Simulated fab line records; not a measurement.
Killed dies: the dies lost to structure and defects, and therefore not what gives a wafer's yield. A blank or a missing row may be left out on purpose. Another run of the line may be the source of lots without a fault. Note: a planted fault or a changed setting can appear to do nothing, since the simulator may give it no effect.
2 desks, one fault | flow nand_harc | every desk sees just its own numbers, and what lay behind them comes last

AT THE METROLOGY DESK
Means of the sampled wafers that have a number, per lot and without regard to the tool the lot ran on: this is what the gauges read. Marked OUT: a lot whose mean sits more than 4 standard deviations from the usual mean, which makes it out of limits; the brackets give that distance.
Columns: A = cd_nm at NHARC_A_M0_CD_MEAS_09, usual 80.2 nm
lot  | first seen here | A
L486 | day 23 11:44    | 79.9
L488 | day 23 14:37    | 80.0
L493 | day 26 15:38    | 106.9 (+49) OUT
L494 | day 26 17:42    | 101.6 (+40) OUT
L496 | day 26 20:43    | 107.6 (+51) OUT
L499 | day 28 17:35    | 80.0
L505 | day 30 13:10    | 79.9
L503 | day 30 15:40    | 80.1
L504 | day 30 19:56    | 79.5
L506 | day 32 12:31    | 80.3
L508 | day 32 16:13    | 80.1
This desk's verdict: out of limits on L493, L494, L496, starting with L493 at day 26 15:38 (cd_nm at NHARC_A_M0_CD_MEAS_09). L486, L488, L499, L505, L503, L504, L506, L508 stayed within limits.

FOR THE TOOL OWNER'S DESK: litho_track-04
The tool's own readings at NHARC_A_M0_PEB_07 (peb time 65 s): means of the sampled wafers that have a number, for each lot that ran on this tool. Marked OUT: a lot whose mean sits more than 4 standard deviations from the usual mean, which makes it out of limits; the brackets give that distance.
Columns: A = heater_power_total_W at NHARC_A_M0_PEB_07, usual 156.6 W; B = plate_temp_C at NHARC_A_M0_PEB_07, usual 100.00 C; C = resist_line_temp_C at NHARC_A_M0_PEB_07, usual 23.00 C
lot  | first seen here | A               | B                | C
L493 | day 26 15:34    | 174.9 (+44) OUT | 108.17 (+68) OUT | 22.98
L494 | day 26 17:37    | 174.7 (+43) OUT | 108.39 (+70) OUT | 23.10
L496 | day 26 20:38    | 174.6 (+43) OUT | 108.31 (+69) OUT | 22.88
L506 | day 32 12:26    | 156.7           | 99.96            | 22.95
L508 | day 32 16:08    | 156.4           | 99.93            | 22.99
This desk's verdict: out of limits on L493, L494, L496, starting with L493 at day 26 15:34 (heater_power_total_W at NHARC_A_M0_PEB_07). L506, L508 stayed within limits.

ALL TOGETHER
At day 26 15:34, on L493, L494, L496, the tool owner's desk was in a position to raise an alarm.
On L493, L494, L496, the metrology desk was in a position to raise an alarm at day 26 15:38.
The lots listed all ran NHARC_A_M0_PEB_07 on litho_track-04.

WHAT THE SIMULATOR HAD INSERTED
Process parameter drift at NHARC_A_M0_PEB_07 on litho_track-04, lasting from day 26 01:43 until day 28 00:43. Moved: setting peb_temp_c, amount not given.
Shown lots that were struck: L493, L494, L496.
Counting hours from when the fault started, the first reading out of limits came at 14 for the tool owner's desk and at 14 for the metrology desk.
